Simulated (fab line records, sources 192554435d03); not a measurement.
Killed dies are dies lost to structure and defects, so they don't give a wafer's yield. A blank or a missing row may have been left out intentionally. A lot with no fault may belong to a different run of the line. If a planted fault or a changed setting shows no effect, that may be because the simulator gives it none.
fab line records	flow n5_finfet
record lots=5	wafers=13	last_day=15
route steps=1938 shown BEOL_M14@1761 BEOL_M15@1773 PASSIVATION@1936
lots that met no fault: from a run of the same line without faults
start_h: start of the lot's first displayed wafer, in hours after the record's first day	wait_h: hours elapsed since this lot's preceding step	" unchanged from the row above	L1.1+2: one row covering several wafers at once	- either no value or no given start	* or withheld: withheld	< > ~ a bound
route shown NAME@n: NAME is a module with steps in the file, n the number in the route of the first one	usual: mean and standard deviation over wafers with no fault	same: alike in all rows	chamber/n: place in a boat	sites: readings site by site	_std_site: the standard deviation of these	_edge_site: mean of outer sites minus mean of inner sites	radius_mm: how far each site lies from the wafer's centre	mask NAME#n: copy n	behind: tool/chamber where the wafer was last shaped	hold: what put the lot on hold/how long, in hours/how the hold closed	device: which transistor (n, p or np) failed to switch	end of line: the route-end tests of the same wafers	where a step has no rows: the recipe by itself	killed: at the first sort, the dies lost to defects and structure; wafer yield is something else	map: a wafer's dies, marking killed ones x, the rest . and places with no die _
set.NAME: the setting that was run; set.NAME@STEP: the one run at that earlier step	model.NAME: the simulator's own value behind a step, which no gauge read
lots at selected steps of the route; one table per step, one row per wafer
services: when a tool's chamber went out of use (start_h, in hours from the record's first day, below 0 if earlier), for how many hours, and the reason
## steps
# step N5_BEOL_M14_PRE_CLEAN_42
# recipe gas=H2/He	time_s=30	temp_c=300
# step N5_BEOL_M14_SPUTTER_43
# recipe material=TaN	target_thk_a=150	temp_c=50	bias_v=168.6	power_w=15000	chamber_pressure_pa=0.12	time_s=24.19
# step N5_BEOL_M14_SPUTTER_44
# recipe material=Ta	target_thk_a=150	temp_c=50	bias_v=80	power_w=15000	chamber_pressure_pa=0.07	time_s=24.19
# step N5_BEOL_M14_SPUTTER_45
# recipe material=Cu	target_thk_a=1000	temp_c=-20	bias_v=60	power_w=26000	chamber_pressure_pa=0.13	time_s=16.67
# step N5_BEOL_M14_ECD_47
# recipe material=Cu	target_thk_a=12480
# step N5_BEOL_M14_ANNEAL_48
# recipe temp_c=225	time_s=90	ambient=N2
# step N5_BEOL_M14_CMP_49
# recipe stop_on=SiO2	t_overpolish_s=5.2	down_force_psi=2	platen_rpm=80	clearing_platen_down_force_psi=2	clearing_platen_rpm=80	post_cmp_clean=cu_alkaline	target_thk_nm=560	clearing_platen_pad_velocity_m_s=1.5917	pad_velocity_m_s=1.5917
# step N5_BEOL_M14_PRE_CLEAN_52
# recipe gas=NH3	time_s=15	temp_c=withheld	rf_power_w=300
# step N5_BEOL_M14_DEP_53
# recipe material=SiCN	target_thk_a=500	temp_c=withheld	precursor=3MS/NH3	pressure_torr=3	rf_w=675	time_s=17.8
# step N5_BEOL_M15_ILD_DEP_00
# recipe material=SiO2	target_thk_a=16293	temp_c=400	precursor=TEOS/O2	pressure_torr=6.5	rf_w=900	teos_flow_sccm=161.4	gas=O2	flow_sccm=2650	time_s=346.1
# usual chamber_pressure_Torr=6.500/0.014	heater_power_w=557/93	run_length_s=388.7/0.73	showerhead_plenum_p_Torr=8.35/0.031	throttle_valve_pct=18.8/0.53
lot.wafer	tool	chamber	start_h	wait_h	chamber_pressure_Torr	heater_power_w	run_length_s	showerhead_plenum_p_Torr	throttle_valve_pct	model.SiO2_of_BEOL_M15_ILD_DEP_00.thk_nm
L734.3	pecvd-02	2	259.80	0.1	6.505	593	387.9	8.33	18.4	1632
L734.4	"	0	"	"	6.493	555	388.0	8.39	19.1	1608
L734.6	"	2	"	"	6.523	467	387.9	8.34	18.0	1648
L739.1	pecvd-02	1	300.17	0.0	6.495	421	387.7	8.40	17.6	1618
L739.4	"	2	"	"	6.468	488	307.4	8.36	18.5	1274
L741.1	pecvd-02	0	307.79	0.0	6.490	635	388.3	8.42	19.4	1599
L741.6	"	0	"	"	6.511	712	306.7	8.38	19.3	1230
L740.1	pecvd-02	0	310.76	0.0	6.484	588	387.9	8.38	19.2	1620
L740.3	"	2	"	"	6.496	574	388.7	8.34	18.9	1638
L740.4	"	2	"	"	6.490	626	307.1	8.33	18.7	1276
L745.2	pecvd-04	2	335.69	0.0	6.490	545	388.8	8.30	19.0	1639
L745.3	"	1	"	"	6.501	599	388.6	8.33	19.0	1629
L745.4	"	1	"	"	6.495	665	388.8	8.34	18.7	1665
# step N5_BEOL_M15_THK_MEAS_01
# recipe reads=SiO2_of_BEOL_M15_ILD_DEP_00
# usual M15_ILD_THK=1634/20
lot.wafer	tool	chamber	start_h	wait_h	M15_ILD_THK[nm]
L734.3	film_metro-02	-	260.05	0.1	1633
L734.4	"	-	"	"	1607
L734.6	"	-	"	"	1647
L739.1	film_metro-02	-	300.42	0.1	1619
L739.4	"	-	"	"	1274
L741.1	film_metro-02	-	308.04	0.1	1599
L741.6	"	-	"	"	1231
L740.1	film_metro-02	-	311.01	0.1	1620
L740.3	"	-	"	"	1638
L740.4	"	-	"	"	1275
L745.2	film_metro-01	-	335.94	0.1	1638
L745.3	"	-	"	"	1629
L745.4	"	-	"	"	1664
# step N5_BEOL_M15_COAT_58
# recipe resist=BARC	temp_c=205	time_s=60	spin_rpm=1500	resist_thk_nm=89
# step N5_BEOL_M15_COAT_04
# recipe spin_rpm=1704	resist_thk_nm=800
# step N5_BEOL_M15_EBR_06
# recipe solvent=PGMEA	ebr_width_mm=1.5
# step N5_BEOL_M15_SOFTBAKE_05
# recipe temp_c=130	time_s=60
# step N5_BEOL_M15_EXPOSE_07
# recipe mask_id=V14	na=0.8	source_shape=annular	sigma_inner=0.5	sigma_outer=0.8	polarization=unpolarized	attpsm_phase_deg=180	dose_mj=41.25
# step N5_BEOL_M15_PEB_08
# recipe peb_temp_c=130	peb_time_s=90
# step N5_BEOL_M15_DEVELOP_09
# recipe develop_time_s=45	rinse_liquid=diw	dry=air_spin	dev_temp_c=21
# step N5_BEOL_M15_HARDBAKE_14
# recipe temp_c=130	time_s=120
# step N5_BEOL_M15_DESCUM_15
# recipe chemistry=O2	time_s=7.9	source_power_w=50	bias_power_w=20	pressure_mtorr=20	rf_frequency_hz=2.712e+07	temp_c=40	o2_flow_sccm=225
# step N5_BEOL_M15_ETCH_59
# recipe chemistry=N2/H2	target=BARC	target_depth_a=890	overetch_a=267	time_s=67.9	ion_energy_ev=200	pressure_mtorr=30	source_w=840	bias_w=150	n2_flow_sccm=200	h2_flow_sccm=200
# step N5_BEOL_M15_VIA_ETCH_16
# recipe chemistry=C4F8/O2/Ar	target=SiO2	he_inner_torr=15	he_outer_torr=30	target_depth_a=17922	time_s=withheld	ion_energy_ev=800	pressure_mtorr=20	source_w=1905	bias_w=2040	Ar_flow_sccm=400	C4F8_flow_sccm=16	O2_flow_sccm=12	ends=cleared
# usual drypump_motor_current_A=5.6/0.41	mfc_ar_sccm=400.0/1.2	oes_product_au=0.70/0.074	rf_vpp_V=2222/23	showerhead_plenum_p_Torr=3.40/0.1	throttle_valve_pct=30.88/0.26
lot.wafer	tool	chamber	start_h	wait_h	drypump_motor_current_A	mfc_ar_sccm	oes_product_au	rf_vpp_V	showerhead_plenum_p_Torr	throttle_valve_pct	model.etch.depth_nm	model.coat_of_BEOL_M15_COAT_04.thk_nm
L734.3	rie_diel-04	3	260.65	0.0	5.1	399.8	0.67	2193	3.44	31.26	1632	333.8
L734.4	"	2	"	"	6.5	400.6	0.82	2196	3.34	31.07	1608	332.2
L734.6	"	0	"	"	5.6	398.7	0.72	2231	3.34	30.96	1648	327.6
L739.1	rie_diel-04	0	301.03	0.0	5.6	401.0	0.72	2228	3.34	30.98	1618	329.2
L739.4	"	1	"	"	5.9	400.3	0.85	2258	3.53	30.65	1274	416.8
L741.1	rie_diel-05	0	308.60	0.0	6.0	402.1	0.62	2229	3.52	31.30	1599	342.8
L741.6	"	0	"	"	6.0	400.8	0.62	2231	3.52	31.29	1230	431.2
L740.1	rie_diel-06	3	311.49	0.0	5.2	399.4	0.65	2253	3.55	30.63	1620	336.6
L740.3	"	2	"	"	5.9	401.5	0.62	2263	3.53	30.94	1638	336.4
L740.4	"	1	"	"	5.8	400.4	0.63	2200	3.28	30.99	1276	418.4
L745.2	rie_diel-06	3	336.41	0.0	5.2	398.1	0.65	2253	3.54	30.62	1639	338
L745.3	"	1	"	"	5.8	401.4	0.63	2198	3.28	31.03	1629	338.4
L745.4	"	3	"	"	5.2	399.8	0.64	2253	3.54	30.62	1665	330.8
# step N5_BEOL_M15_STRIP_63
# recipe chemistry=O2	power_w=600	temp_c=60	pressure_mtorr=30	rf_frequency_hz=6e+07	bias_power_w=0	overash_fraction=0.3	o2_flow_sccm=225
# step N5_BEOL_M15_STRIP_64
# recipe chemistry=O2	power_w=600	temp_c=60	pressure_mtorr=30	rf_frequency_hz=6e+07	bias_power_w=0	overash_fraction=0.3	o2_flow_sccm=225
# step N5_BEOL_M15_STRIP_65
# recipe chemistry=post_etch_residue_remover	time_s=60	temp_c=25	remover_ph=withheld	remover_water_wt_pct=withheld	remover_fluoride_wt_pct=withheld
# step N5_BEOL_M15_SRD_66
# recipe time_s=30	temp_c=23	rinse_liquid=diw	dry=n2_spin	spin_rpm=1500	dry_time_s=30
# step N5_BEOL_M15_CD_MEAS_17
# recipe target_cd_nm=360	polarity=opening
# usual cd_nm=360.9/1.5
lot.wafer	tool	chamber	start_h	wait_h	cd_nm
L734.3	cd_sem-02	-	261.07	0.0	360.6
L734.4	"	-	"	"	359.1
L734.6	"	-	"	"	359.9
L739.1	cd_sem-02	-	301.44	0.0	359.3
L739.4	"	-	"	"	356.3
L741.1	cd_sem-02	-	309.01	0.0	359.3
L741.6	"	-	"	"	356.8
L740.1	cd_sem-03	-	311.90	0.0	358.3
L740.3	"	-	"	"	361.2
L740.4	"	-	"	"	355.6
L745.2	cd_sem-01	-	336.83	0.0	361.2
L745.3	"	-	"	"	361.8
L745.4	"	-	"	"	360.7
# step N5_BEOL_M15_COAT_56
# recipe resist=SOC	temp_c=250	time_s=60	spin_rpm=1500	resist_thk_nm=550
# step N5_BEOL_M15_ETCH_57
# recipe chemistry=N2/H2	target=SOC	source_w=3000	bias_w=350	time_s=750	ion_energy_ev=200	pressure_mtorr=30	n2_flow_sccm=200	h2_flow_sccm=200
# step N5_BEOL_M15_COAT_60
# recipe resist=BARC	temp_c=205	time_s=60	spin_rpm=1500	resist_thk_nm=89
# step N5_BEOL_M15_COAT_22
# recipe spin_rpm=1704	resist_thk_nm=800
# step N5_BEOL_M15_EBR_24
# recipe solvent=PGMEA	ebr_width_mm=1.5
# step N5_BEOL_M15_SOFTBAKE_23
# recipe temp_c=130	time_s=60
# step N5_BEOL_M15_EXPOSE_25
# recipe mask_id=M15	na=0.8	source_shape=annular	sigma_inner=0.5	sigma_outer=0.8	polarization=unpolarized	target_cd_nm=400	dose_mj=35.5
# step N5_BEOL_M15_PEB_26
# recipe peb_temp_c=130	peb_time_s=90
# step N5_BEOL_M15_DEVELOP_27
# recipe develop_time_s=45	rinse_liquid=diw	dry=air_spin	dev_temp_c=21
# step N5_BEOL_M15_CMP_49
# recipe stop_on=SiO2	t_overpolish_s=4.9	down_force_psi=2	platen_rpm=80	clearing_platen_down_force_psi=2	clearing_platen_rpm=80	post_cmp_clean=cu_alkaline	target_thk_nm=850	clearing_platen_pad_velocity_m_s=1.5917	pad_velocity_m_s=1.5917
# usual clearing_platen_down_force_psi=2.000/0.0044	motor_current_A=8.2/0.72	slurry_flow_ml_min=150.0/0.44
lot.wafer	tool	chamber	start_h	wait_h	clearing_platen_down_force_psi	motor_current_A	slurry_flow_ml_min	model.SiO2_of_BEOL_M15_ILD_DEP_00.thk_nm
L734.4	cmp-03	1	265.87	0.2	1.996	8.1	149.4	1530
L734.3	"	3	"	"	2.010	7.0	149.8	1555
L734.6	"	1	"	"	1.994	7.8	150.1	1570
L739.1	cmp-01	2	307.02	0.3	2.014	8.5	149.7	1540
L739.4	"	0	"	"	1.993	9.5	150.9	1195
L741.1	cmp-01	2	315.01	0.3	2.000	8.1	150.5	1519
L741.6	"	3	"	"	1.996	8.4	150.0	1150
L740.4	cmp-03	0	316.01	0.2	2.005	8.9	149.6	1197
L740.1	"	1	"	"	2.006	7.8	149.7	1541
L740.3	"	2	"	"	2.001	7.1	149.7	1561
L745.2	cmp-01	2	340.28	0.2	2.001	7.9	149.6	1558
L745.4	"	3	"	"	2.004	8.0	150.1	1587
L745.3	"	0	"	"	2.003	9.0	150.3	1552
# step N5_PASSIVATION_PROBE_49
# usual defect_limited_yield=91.4/1.5	killed_at_M0_to_M3=31/11	killed_at_M4_up=13/5.5	killed_at_contacts=13/6.3	killed_at_front_end=40/13	killed_at_other=3.3/2.6	killed_dies=101/18	killed_on_rim=13/4	killed_open=67/13	killed_short=33/7.9	sort_bin_5_function=5.1/1	sort_bin_6_memory=3.2/0.68	sort_n_pass=1079/18	sort_yield_pct=91.4/1.5
# same gross_dies=1180	killed_at_back_side=0	sort_bin_4_leakage[%]=0	sort_bin_8_speed[%]=0
lot.wafer	tool	chamber	start_h	wait_h	defect_limited_yield[%]	killed_at_M0_to_M3	killed_at_M4_up	killed_at_contacts	killed_at_front_end	killed_at_other	killed_dies	killed_on_rim	killed_open	killed_short	sort_bin_5_function[%]	sort_bin_6_memory[%]	sort_n_pass	sort_yield_pct[%]
L734.3	prober-02	-	281.81	0.1	91.4	36	6	17	41	1	101	14	64	37	5.8	2.4	1079	91.4
L734.4	prober-02	-	281.86	0.2	90.0	39	28	27	23	1	118	2	82	36	5.9	3.7	1062	90.0
L734.6	prober-02	-	281.96	0.3	89.7	50	28	8	36	0	122	21	75	46	6.3	3.7	1058	89.7
L739.1	prober-02	-	323.61	0.1	91.4	35	9	21	35	1	101	10	73	28	4.5	3.9	1079	91.4
L739.4	prober-02	-	323.76	0.2	93.5	26	8	14	29	0	77	8	56	21	4.1	2.4	1103	93.5
# killed by level:class
L734.3 STI_FIN_REVEAL:geometric_particle:open=15 MOL_CONTACT_COAG:geometric_particle:open=13 BEOL_M0_SAQP:geometric_particle:short=10 BEOL_M0_SAQP:geometric_particle:open=8 BEOL_M0:geometric_particle:short=8 FIN_SAQP:geometric_particle:short=7 DUMMY_GATE:geometric_particle:open=5 MOL_CONTACT_COAG:geometric_particle:short=4
L734.4 MOL_CONTACT_COAG:geometric_particle:open=23 BEOL_M4:geometric_particle:open=19 BEOL_M3:geometric_particle:open=7 FIN_SAQP:geometric_particle:short=6 BEOL_M1:geometric_particle:open=6 BEOL_M1:geometric_particle:short=5 BEOL_M2:geometric_particle:short=5 MOL_CONTACT_COAG:geometric_particle:short=4
L734.6 BEOL_M4:geometric_particle:open=11 BEOL_M0_SAQP:geometric_particle:short=10 FIN_SAQP:geometric_particle:open=7 BEOL_M0_SAQP:geometric_particle:open=7 BEOL_M3:geometric_particle:open=7 BEOL_M2:geometric_particle:open=6 BEOL_M0:geometric_particle:short=6 BEOL_M1:geometric_particle:open=6
L739.1 MOL_CONTACT_COAG:geometric_particle:open=17 BEOL_M0_SAQP:geometric_particle:open=12 STI_FIN_REVEAL:geometric_particle:open=10 BEOL_M0_SAQP:geometric_particle:short=8 BEOL_M2:geometric_particle:open=7 GATE_CUT:geometric_particle:open=5 DUMMY_GATE:geometric_particle:open=4 MOL_CONTACT_COAG:geometric_particle:short=4
L739.4 MOL_CONTACT_COAG:geometric_particle:open=11 STI_FIN_REVEAL:geometric_particle:open=9 BEOL_M2:geometric_particle:open=7 BEOL_M3:geometric_particle:open=6 BEOL_M1:geometric_particle:open=6 FIN_SAQP:geometric_particle:short=4 FIN_SAQP:geometric_particle:open=3 GATE_CUT:geometric_particle:short=3
## services
tool	chamber	start_h	hours	kind
cmp-03	-	238.58	-	consumable_replace:conditioner
cmp-03	-	238.58	-	consumable_replace:pad
cmp-01	-	240.50	0.6	repair
rie_diel-04	1	244.83	-	clean
rie_diel-04	1	244.83	-	consumable_replace:focus_ring
rie_diel-04	1	244.83	22.6	scheduled_down
rie_diel-04	1	244.83	22.6	vent_cycle
cmp-03	-	263.00	0.4	repair
cmp-01	-	279.26	2.2	repair
rie_diel-04	-	284.96	14.6	pm
pecvd-02	2	286.00	2.1	scheduled_down
cmp-03	-	323.45	5.2	pm
cmp-01	-	325.82	5.9	pm
rie_diel-06	2	331.19	-	clean
rie_diel-06	2	331.19	-	consumable_replace:focus_ring
rie_diel-06	2	331.19	25.2	scheduled_down
rie_diel-06	2	331.19	25.2	vent_cycle
rie_diel-04	1	335.55	41.2	repair
## key
first_sign step=N5_BEOL_M15_ILD_DEP_00	reading=run_length_s	direction=down	sigmas=99+	usual=*	struck=*
effect step=N5_BEOL_M15_THK_MEAS_01	reading=M15_ILD_THK	direction=down	sigmas=19	usual=1634	struck=1260
effect step=N5_BEOL_M15_CD_MEAS_17	reading=cd_nm	direction=down	sigmas=3.1	usual=360.9	struck=356.2
model_effect step=N5_BEOL_M15_ILD_DEP_00	value=SiO2_of_BEOL_M15_ILD_DEP_00.thk_nm	without=1643	struck=1260
model_effect step=N5_BEOL_M15_VIA_ETCH_16	value=etch.depth_nm	without=1643	struck=1260
model_effect step=N5_BEOL_M15_CMP_49	value=SiO2_of_BEOL_M15_ILD_DEP_00.thk_nm	without=1563	struck=1180
met_at N5_BEOL_M15_ILD_DEP_00
struck_wafers L739.4,L740.4,L741.6
onset_between 259.80 300.17
fault kind=process_parameter_drift	tool=pecvd-02	chamber=-	onset_h=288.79	steps=N5_BEOL_M15_ILD_DEP_00	channel=time_s	offset=*	shape=step	end_h=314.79	scope=struck_wafers_only	acts_in=*	stated=*
